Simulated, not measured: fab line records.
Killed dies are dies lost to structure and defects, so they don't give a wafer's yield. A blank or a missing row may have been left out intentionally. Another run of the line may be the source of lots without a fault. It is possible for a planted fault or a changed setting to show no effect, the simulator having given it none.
Which of the tools did it? :: flow n5-finfet :: 24 wafers from 8 lots sampled at 7 of the route's 1938 steps

WHAT THE GAUGES SHOWED, per wafer
N5_BEOL_M4_RC_MEAS_101. Usual: DIBL_N 36.5 mV/V, standard deviation 1.7; DIBL_P 36.3 mV/V, standard deviation 2.1; IOFF_N 0.16 nA/um, standard deviation 0.036; IOFF_P 0.21 nA/um, standard deviation 0.037; ION_N 676 uA/um, standard deviation 12; ION_P 462 uA/um, standard deviation 7.6; SS_N 71.5 mV/dec, standard deviation 0.68; SS_P 73.3 mV/dec, standard deviation 0.63; VT_N 249 mV, standard deviation 3.5; VT_P -250 mV, standard deviation 3.5.
lot: L648
measured: day 8 16:08
on: prober-02
DIBL_N (mV/V): 37.9 37.5 36.5
DIBL_P (mV/V): 37.5 37.1 36.5
IOFF_N (nA/um): 0.20 0.21 0.18
IOFF_P (nA/um): 0.24 0.24 0.22
ION_N (uA/um): 697 696 685
ION_P (uA/um): 470 476 471
SS_N (mV/dec): 71.8 71.3 71.8
SS_P (mV/dec): 73.1 73.3 72.8
VT_N (mV): 243 242 245
VT_P (mV): -249 -247 -247
flag: 

lot: L650
measured: day 8 21:51
on: prober-02
DIBL_N (mV/V): 38.8 37.0 37.7
DIBL_P (mV/V): 38.2 35.9 37.0
IOFF_N (nA/um): 0.23 0.18 0.20
IOFF_P (nA/um): 0.28 0.24 0.26
ION_N (uA/um): 697 688 693
ION_P (uA/um): 472 469 472
SS_N (mV/dec): 71.3 71.5 71.6
SS_P (mV/dec): 74.5 73.4 74.2
VT_N (mV): 248 247 247
VT_P (mV): -245 -248 -246
flag: 

lot: L659
measured: day 11 11:20
on: prober-01
DIBL_N (mV/V): 34.2 36.2 36.8
DIBL_P (mV/V): 35.5 37.2 38.8
IOFF_N (nA/um): 0.12 0.15 0.18
IOFF_P (nA/um): 0.17 0.19 0.22
ION_N (uA/um): 664 677 686
ION_P (uA/um): 455 457 465
SS_N (mV/dec): 70.5 70.7 71.7
SS_P (mV/dec): 73.1 73.5 74.0
VT_N (mV): 252 249 247
VT_P (mV): -254 -250 -250
flag: 

lot: L661
measured: day 11 11:36
on: prober-02
DIBL_N (mV/V): 38.1 35.3 36.1
DIBL_P (mV/V): 39.7 36.3 37.3
IOFF_N (nA/um): 0.23 0.17 0.19
IOFF_P (nA/um): 0.26 0.21 0.22
ION_N (uA/um): 695 685 688
ION_P (uA/um): 469 467 466
SS_N (mV/dec): 73.0 71.8 71.5
SS_P (mV/dec): 73.4 73.4 73.4
VT_N (mV): 244 250 248
VT_P (mV): -248 -250 -252
flag: 

lot: L665
measured: day 12 18:10
on: prober-02
DIBL_N (mV/V): 38.1 37.3 36.4
DIBL_P (mV/V): 39.1 38.4 37.8
IOFF_N (nA/um): 0.23 0.21 0.19
IOFF_P (nA/um): 0.26 0.26 0.24
ION_N (uA/um): 689 701 693
ION_P (uA/um): 467 477 473
SS_N (mV/dec): 72.1 71.9 71.6
SS_P (mV/dec): 73.5 73.4 74.1
VT_N (mV): 245 243 247
VT_P (mV): -246 -247 -248
flag: 

lot: L668
measured: day 13 05:24
on: prober-01
DIBL_N (mV/V): 35.0 35.4 38.7
DIBL_P (mV/V): 34.1 34.3 38.4
IOFF_N (nA/um): 0.12 0.12 0.18
IOFF_P (nA/um): 0.17 0.17 0.23
ION_N (uA/um): 665 669 678
ION_P (uA/um): 457 455 464
SS_N (mV/dec): 71.3 71.1 72.1
SS_P (mV/dec): 72.2 72.6 74.3
VT_N (mV): 252 252 247
VT_P (mV): -251 -255 -248
flag: 

lot: L670
measured: day 13 22:10
on: prober-01
DIBL_N (mV/V): 39.0 36.7 35.6
DIBL_P (mV/V): 37.7 36.5 34.4
IOFF_N (nA/um): 0.19 0.16 0.13
IOFF_P (nA/um): 0.24 0.24 0.19
ION_N (uA/um): 679 689 679
ION_P (uA/um): 463 480 464
SS_N (mV/dec): 73.4 70.5 71.2
SS_P (mV/dec): 74.3 73.0 72.9
VT_N (mV): 246 248 250
VT_P (mV): -247 -246 -252
flag: 

lot: L669
measured: day 13 22:52
on: prober-02
DIBL_N (mV/V): 38.3 36.6 35.1
DIBL_P (mV/V): 38.7 36.7 35.0
IOFF_N (nA/um): 0.19 0.14 0.14
IOFF_P (nA/um): 0.25 0.23 0.20
ION_N (uA/um): 673 654 668
ION_P (uA/um): 469 459 462
SS_N (mV/dec): 72.7 71.7 71.7
SS_P (mV/dec): 73.5 73.3 73.1
VT_N (mV): 246 253 250
VT_P (mV): -248 -248 -249
flag: 

N5_BEOL_M10_THK_MEAS_53: measures by xrf. Usual: M10_THK gives 138.0 nm (standard deviation 2.7).
lot: L648
measured: day 10 22:07
on: film-metro-02
M10_THK (nm): 136.8 141.4 138.7
flag: 

lot: L650
measured: day 11 08:06
on: film-metro-01
M10_THK (nm): 136.5 137.7 135.1
flag: 

lot: L659
measured: day 13 19:31
on: film-metro-01
M10_THK (nm): 137.7 245.0 246.5
flag: OFF

lot: L661
measured: day 13 21:43
on: film-metro-01
M10_THK (nm): 258.5 138.1 248.9
flag: OFF

lot: L665
measured: day 15 06:50
on: film-metro-02
M10_THK (nm): 134.1 136.8 135.7
flag: 

lot: L668
measured: day 15 12:42
on: film-metro-01
M10_THK (nm): 136.4 137.6 138.6
flag: 

lot: L670
measured: day 16 02:40
on: film-metro-02
M10_THK (nm): 137.8 141.0 138.8
flag: 

lot: L669
measured: day 16 03:59
on: film-metro-01
M10_THK (nm): 143.7 140.8 142.4
flag: 

N5_BEOL_M10_INSPECT_58: inspects for defects (darkfield). Usual: raw-defect-count at 62, with a standard deviation of 21.
lot: L648
measured: day 10 22:19
on: defect-inspect-02
raw-defect-count: 75 80 52
flag: 

lot: L650
measured: day 11 08:17
on: defect-inspect-02
raw-defect-count: 37 27 43
flag: 

lot: L659
measured: day 13 19:41
on: defect-inspect-02
raw-defect-count: 63 2225 2310
flag: OFF

lot: L661
measured: day 13 21:53
on: defect-inspect-01
raw-defect-count: 2250 40 2239
flag: OFF

lot: L665
measured: day 15 06:59
on: defect-inspect-02
raw-defect-count: 71 46 47
flag: 

lot: L668
measured: day 15 12:52
on: defect-inspect-02
raw-defect-count: 82 54 47
flag: 

lot: L670
measured: day 16 02:49
on: defect-inspect-02
raw-defect-count: 54 46 44
flag: 

lot: L669
measured: day 16 04:09
on: defect-inspect-01
raw-defect-count: 73 78 68
flag: 

TOOL THAT RAN EACH LOT (tool first, then ch and the chambers of the sampled wafers, then the start)
lot: L648
N5_BEOL_M10_STRIP_36: rie-diel-06 ch 0,1,2, day 10 17:11
N5_BEOL_M10_DEGAS_44: pvd-sputter-01, day 10 20:12
N5_BEOL_M10_ALD_74: ald-metal-03 ch 0,2,3, day 10 20:19
N5_BEOL_M10_CMP_52: cmp-01 ch 1,2,3, day 10 21:50

lot: L650
N5_BEOL_M10_STRIP_36: rie-diel-06 ch 0,1,3, day 11 05:28
N5_BEOL_M10_DEGAS_44: pvd-sputter-03, day 11 06:22
N5_BEOL_M10_ALD_74: ald-metal-03 ch 0,1,2, day 11 06:28
N5_BEOL_M10_CMP_52: cmp-02 ch 0,2,3, day 11 07:48

lot: L659
N5_BEOL_M10_STRIP_36: rie-diel-06 ch 0,3, day 13 16:04
N5_BEOL_M10_DEGAS_44: pvd-sputter-02, day 13 18:09
N5_BEOL_M10_ALD_74: ald-metal-01 ch 2,3, day 13 18:15
N5_BEOL_M10_CMP_52: cmp-02 ch 0,1,2, day 13 19:18

lot: L661
N5_BEOL_M10_STRIP_36: rie-diel-06 ch 2,3, day 13 17:10
N5_BEOL_M10_DEGAS_44: pvd-sputter-02, day 13 18:33
N5_BEOL_M10_ALD_74: ald-metal-03 ch 0,1,3, day 13 18:40
N5_BEOL_M10_CMP_52: cmp-02 ch 0,1,2, day 13 21:28

lot: L665
N5_BEOL_M10_STRIP_36: rie-diel-03 ch 0,2,3, day 15 02:34
N5_BEOL_M10_DEGAS_44: pvd-sputter-02, day 15 05:17
N5_BEOL_M10_ALD_74: ald-metal-01 ch 1,2,3, day 15 05:23
N5_BEOL_M10_CMP_52: cmp-04 ch 1,3, day 15 06:34

lot: L668
N5_BEOL_M10_STRIP_36: rie-diel-06 ch 1,3, day 15 08:38
N5_BEOL_M10_DEGAS_44: pvd-sputter-02, day 15 09:38
N5_BEOL_M10_ALD_74: ald-metal-01 ch 1,2, day 15 09:51
N5_BEOL_M10_CMP_52: cmp-04 ch 1,3, day 15 12:26

lot: L670
N5_BEOL_M10_STRIP_36: rie-diel-06 ch 0,3, day 16 00:12
N5_BEOL_M10_DEGAS_44: pvd-sputter-02, day 16 00:58
N5_BEOL_M10_ALD_74: ald-metal-04 ch 0,2,3, day 16 01:04
N5_BEOL_M10_CMP_52: cmp-04 ch 0,1,2, day 16 02:24

lot: L669
N5_BEOL_M10_STRIP_36: rie-diel-02 ch 2,3, day 16 00:25
N5_BEOL_M10_DEGAS_44: pvd-sputter-03, day 16 01:26
N5_BEOL_M10_ALD_74: ald-metal-03 ch 1,2,3, day 16 01:32
N5_BEOL_M10_CMP_52: cmp-01 ch 0,1,3, day 16 03:46
- N5_BEOL_M10_STRIP_36: strips in N2/H2.
- N5_BEOL_M10_DEGAS_44: time 60 s.
- N5_BEOL_M10_ALD_74: deposits TaN, target thk 2 nm, pulse time 2 s, purge time 3 s.
- N5_BEOL_M10_CMP_52: polishes, stops on SiCOH lowk, t overpolish 7 s, target thk 140 nm.

AS READ BY THE TOOLS THEMSELVES (means over the sampled wafers that have a number; for cases with no such wafer, the mark the record gives instead)
N5_BEOL_M10_STRIP_36. Usual: drypump-motor-current-A 5.7 A, standard deviation 0.34; oes-product-au 0.78 a.u., standard deviation 0.1; rf-vpp-V 59.1 V, standard deviation 1.7; showerhead-plenum-p-Torr 2.55 Torr, standard deviation 0.1; throttle-valve-pct 23.7 %, standard deviation 0.31.
lot: L648
tool: rie-diel-06
drypump-motor-current-A (A): 5.8
oes-product-au (a.u.): 0.80
rf-vpp-V (V): 59.0
showerhead-plenum-p-Torr (Torr): 2.62
throttle-valve-pct (%): 23.8
flag: 

lot: L650
tool: rie-diel-06
drypump-motor-current-A (A): 5.5
oes-product-au (a.u.): 0.73
rf-vpp-V (V): 59.2
showerhead-plenum-p-Torr (Torr): 2.52
throttle-valve-pct (%): 23.8
flag: 

lot: L659
tool: rie-diel-06
drypump-motor-current-A (A): 5.4
oes-product-au (a.u.): 0.71
rf-vpp-V (V): 56.5
showerhead-plenum-p-Torr (Torr): 2.48
throttle-valve-pct (%): 23.6
flag: 

lot: L661
tool: rie-diel-06
drypump-motor-current-A (A): 5.6
oes-product-au (a.u.): 0.77
rf-vpp-V (V): 58.9
showerhead-plenum-p-Torr (Torr): 2.50
throttle-valve-pct (%): 23.4
flag: 

lot: L665
tool: rie-diel-03
drypump-motor-current-A (A): 5.9
oes-product-au (a.u.): 0.80
rf-vpp-V (V): 59.8
showerhead-plenum-p-Torr (Torr): 2.53
throttle-valve-pct (%): 23.8
flag: 

lot: L668
tool: rie-diel-06
drypump-motor-current-A (A): 5.4
oes-product-au (a.u.): 0.87
rf-vpp-V (V): 59.9
showerhead-plenum-p-Torr (Torr): 2.47
throttle-valve-pct (%): 23.6
flag: 

lot: L670
tool: rie-diel-06
drypump-motor-current-A (A): 5.5
oes-product-au (a.u.): 0.70
rf-vpp-V (V): 59.4
showerhead-plenum-p-Torr (Torr): 2.47
throttle-valve-pct (%): 23.7
flag: 

lot: L669
tool: rie-diel-02
drypump-motor-current-A (A): 5.5
oes-product-au (a.u.): 0.93
rf-vpp-V (V): 58.8
showerhead-plenum-p-Torr (Torr): 2.49
throttle-valve-pct (%): 23.4
flag: 

N5_BEOL_M10_DEGAS_44. Usual: heater-power-w at 323 W, with a standard deviation of 36.
lot: L648
tool: pvd-sputter-01
heater-power-w (W): 328
flag: 

lot: L650
tool: pvd-sputter-03
heater-power-w (W): 334
flag: 

lot: L659
tool: pvd-sputter-02
heater-power-w (W): 332
flag: 

lot: L661
tool: pvd-sputter-02
heater-power-w (W): 305
flag: 

lot: L665
tool: pvd-sputter-02
heater-power-w (W): 341
flag: 

lot: L668
tool: pvd-sputter-02
heater-power-w (W): 338
flag: 

lot: L670
tool: pvd-sputter-02
heater-power-w (W): 282
flag: 

lot: L669
tool: pvd-sputter-03
heater-power-w (W): 309
flag: 

N5_BEOL_M10_ALD_74. Usual: chamber-pressure-Torr 3.000 Torr, standard deviation 0.0063; heater-power-w 408 W, standard deviation 43.
lot: L648
tool: ald-metal-03
chamber-pressure-Torr (Torr): 3.000
heater-power-w (W): 393
flag: 

lot: L650
tool: ald-metal-03
chamber-pressure-Torr (Torr): 2.996
heater-power-w (W): 381
flag: 

lot: L659
tool: ald-metal-01
chamber-pressure-Torr (Torr): 3.000
heater-power-w (W): 389
flag: 

lot: L661
tool: ald-metal-03
chamber-pressure-Torr (Torr): 3.005
heater-power-w (W): 423
flag: 

lot: L665
tool: ald-metal-01
chamber-pressure-Torr (Torr): 2.996
heater-power-w (W): 411
flag: 

lot: L668
tool: ald-metal-01
chamber-pressure-Torr (Torr): 2.996
heater-power-w (W): 422
flag: 

lot: L670
tool: ald-metal-04
chamber-pressure-Torr (Torr): 2.998
heater-power-w (W): 419
flag: 

lot: L669
tool: ald-metal-03
chamber-pressure-Torr (Torr): 3.002
heater-power-w (W): 367
flag: 

N5_BEOL_M10_CMP_52. Usual: barrier-field-endpoint-s 28.7 s, standard deviation 0.87; head-pressure-psi 1.0000 psi, standard deviation 0.002; motor-current-A 5.7 A, standard deviation 0.41; overpolish-run-s 6.999 s, standard deviation 0.0085; time-to-endpoint-s 66 s, standard deviation 3.9.
lot: L648
tool: cmp-01
barrier-field-endpoint-s (s): 29.2
head-pressure-psi (psi): 1.0007
motor-current-A (A): 5.9
overpolish-run-s (s): 7.006
time-to-endpoint-s (s): 67
flag: 

lot: L650
tool: cmp-02
barrier-field-endpoint-s (s): 29.1
head-pressure-psi (psi): 1.0002
motor-current-A (A): 5.9
overpolish-run-s (s): 6.991
time-to-endpoint-s (s): 67
flag: 

lot: L659
tool: cmp-02
barrier-field-endpoint-s (s): 41.2
head-pressure-psi (psi): 1.0013
motor-current-A (A): 6.0
overpolish-run-s (s): 2.358
time-to-endpoint-s (s): 81
flag: OFF

lot: L661
tool: cmp-02
barrier-field-endpoint-s (s): 40.9
head-pressure-psi (psi): 1.0001
motor-current-A (A): 6.1
overpolish-run-s (s): 2.363
time-to-endpoint-s (s): 81
flag: OFF

lot: L665
tool: cmp-04
barrier-field-endpoint-s (s): 26.9
head-pressure-psi (psi): 0.9990
motor-current-A (A): 5.6
overpolish-run-s (s): 7.000
time-to-endpoint-s (s): 61
flag: 

lot: L668
tool: cmp-04
barrier-field-endpoint-s (s): 28.1
head-pressure-psi (psi): 1.0023
motor-current-A (A): 5.3
overpolish-run-s (s): 7.002
time-to-endpoint-s (s): 60
flag: 

lot: L670
tool: cmp-04
barrier-field-endpoint-s (s): 28.3
head-pressure-psi (psi): 0.9990
motor-current-A (A): 5.9
overpolish-run-s (s): 7.000
time-to-endpoint-s (s): 66
flag: 

lot: L669
tool: cmp-01
barrier-field-endpoint-s (s): 29.3
head-pressure-psi (psi): 0.9994
motor-current-A (A): 5.7
overpolish-run-s (s): 6.999
time-to-endpoint-s (s): 69
flag: 

THE ANSWER, worked out from the rows above alone
Rule: a lot is off if the mean of its wafers that have a number lies more than 3 standard deviations from the usual mean. Also off: a lot with no number at a reading for which 4 or more lots have one. All remaining lots with rows at the step are treated as sound. Order of review: gauges by route order, followed by the tools' own readings, for which a lot's mean as printed above is used. The first step at which some lot is off is used, and at that step the reading that is off furthest; a lot without a number counts as furthest.
Off: L659, L661, at N5_BEOL_M10_THK_MEAS_53 (M10_THK).
If a tool, at a process step before that reading, ran all the lots that are off and no sound lot after the first of them, it fits. Not tried: the gauges at N5_BEOL_M10_THK_MEAS_53; whatever is off there is also off at N5_BEOL_M10_INSPECT_58, on other tools, and gauge error can't account for it. One candidate fits, namely cmp-02 at N5_BEOL_M10_CMP_52. Its last sound lot is L650 (day 11 07:48), its first lot that is off L659 (day 13 19:18): a fault that began between those two fits.
The tool's own readings at N5_BEOL_M10_CMP_52 bear it out: on the lots that are off they differ by more than 5 times the standard deviation of the sound lots' means. barrier-field-endpoint-s reads 41.0 s there against 28.5 s on the sound lots; overpolish-run-s reads 2.361 s there against 7.000 s on the sound lots.

WHAT HAD BEEN PUT IN BY THE SIMULATOR
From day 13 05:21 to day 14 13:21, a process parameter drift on cmp-02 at N5_BEOL_M10_CMP_52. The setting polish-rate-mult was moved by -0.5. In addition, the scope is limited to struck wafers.
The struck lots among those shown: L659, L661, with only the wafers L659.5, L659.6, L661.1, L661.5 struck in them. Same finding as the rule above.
